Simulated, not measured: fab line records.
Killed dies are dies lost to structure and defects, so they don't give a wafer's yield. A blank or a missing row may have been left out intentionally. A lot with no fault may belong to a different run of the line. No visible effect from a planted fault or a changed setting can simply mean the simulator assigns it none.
Which tool did it? / flow nand harc / 18 wafers from 6 lots sampled at 5 of the route's 1159 steps

WHAT THE GAUGES READ, wafer by wafer
NHARC_END_SORT_01.
lot=L795; measured=day 22 06:43; on=prober-02; killed at array=32

WHICH TOOL RAN EACH LOT (tool, then ch and the chambers of the sampled wafers, then the start)
lot=L782; NHARC_A_CHANNEL_FILL_D1_PRECLEAN_00=wet bench-05 ch 0,5,6, day 8 13:48; NHARC_THIN_TSV_DEP_47=pecvd-03 ch 0,1,2, day 19 01:19; NHARC_THIN_TSV_STRIP_62=plasma asher-02 ch 0,1, day 19 02:05; NHARC_THIN_TSV_DESCUM_35=rie diel-01 ch 1,2, day 19 05:28
lot=L787; NHARC_A_CHANNEL_FILL_D1_PRECLEAN_00=wet bench-02 ch 2,5,6, day 10 00:20; NHARC_THIN_TSV_DEP_47=pecvd-04 ch 0,1,2, day 20 01:26; NHARC_THIN_TSV_STRIP_62=plasma asher-02 ch 0,1, day 20 02:50; NHARC_THIN_TSV_DESCUM_35=rie diel-09 ch 0,2,3, day 20 06:10
lot=L791; NHARC_A_CHANNEL_FILL_D1_PRECLEAN_00=wet bench-02 ch 0,4,7, day 10 07:40; NHARC_THIN_TSV_DEP_47=pecvd-04 ch 0,1,2, day 20 10:59; NHARC_THIN_TSV_STRIP_62=plasma asher-01 ch 0,1, day 20 11:49; NHARC_THIN_TSV_DESCUM_35=rie diel-09 ch 0,2,3, day 20 15:16
lot=L792; NHARC_A_CHANNEL_FILL_D1_PRECLEAN_00=wet bench-06 ch 2,4,6, day 10 23:29; NHARC_THIN_TSV_DEP_47=pecvd-01 ch 0,1,2, day 21 06:54; NHARC_THIN_TSV_STRIP_62=plasma asher-01 ch 0,1, day 21 07:40; NHARC_THIN_TSV_DESCUM_35=rie diel-09 ch 0,1,2, day 21 11:08
lot=L795; NHARC_A_CHANNEL_FILL_D1_PRECLEAN_00=wet bench-02 ch 0,2,7, day 12 02:29; NHARC_THIN_TSV_DEP_47=pecvd-04 ch 0,1,2, day 21 12:46; NHARC_THIN_TSV_STRIP_62=plasma asher-01 ch 0,1, day 21 13:35; NHARC_THIN_TSV_DESCUM_35=rie diel-03 ch 1,2, day 21 17:02
lot=L800; NHARC_A_CHANNEL_FILL_D1_PRECLEAN_00=wet bench-06 ch 0,1,3, day 13 00:21; NHARC_THIN_TSV_DEP_47=pecvd-04 ch 1,2, day 23 03:23; NHARC_THIN_TSV_STRIP_62=plasma asher-02 ch 0, day 23 04:07; NHARC_THIN_TSV_DESCUM_35=rie diel-03 ch 1,2,3, day 23 07:27
- NHARC_A_CHANNEL_FILL_D1_PRECLEAN_00: cleans in SC1.
- NHARC_THIN_TSV_DEP_47: deposits SiO2, target thk 200 nm.
- NHARC_THIN_TSV_STRIP_62: strips in N2/H2, time 20 s.
- NHARC_THIN_TSV_DESCUM_35: chemistry O2, time 3 s.

THE ANSWER, worked out from the rows above alone
Rule: what is usual is taken from the lots themselves. The widest of any qualifying gaps counts: lots, ordered by their means at a reading, are off when they make up no more than a third of the lots, leave a main group of 4 or more, and stand apart from it by 3 or more times the standard deviation of that group's means. If all means in a main group match to the digits the tables above print for the reading, that group is not used. A lot without any number at a reading at which 4 lots or more have one is off too. All remaining lots with rows at the step are treated as sound.
None of the lots is off at any reading shown; this tells nothing.

WHAT THE SIMULATOR HAD INSERTED
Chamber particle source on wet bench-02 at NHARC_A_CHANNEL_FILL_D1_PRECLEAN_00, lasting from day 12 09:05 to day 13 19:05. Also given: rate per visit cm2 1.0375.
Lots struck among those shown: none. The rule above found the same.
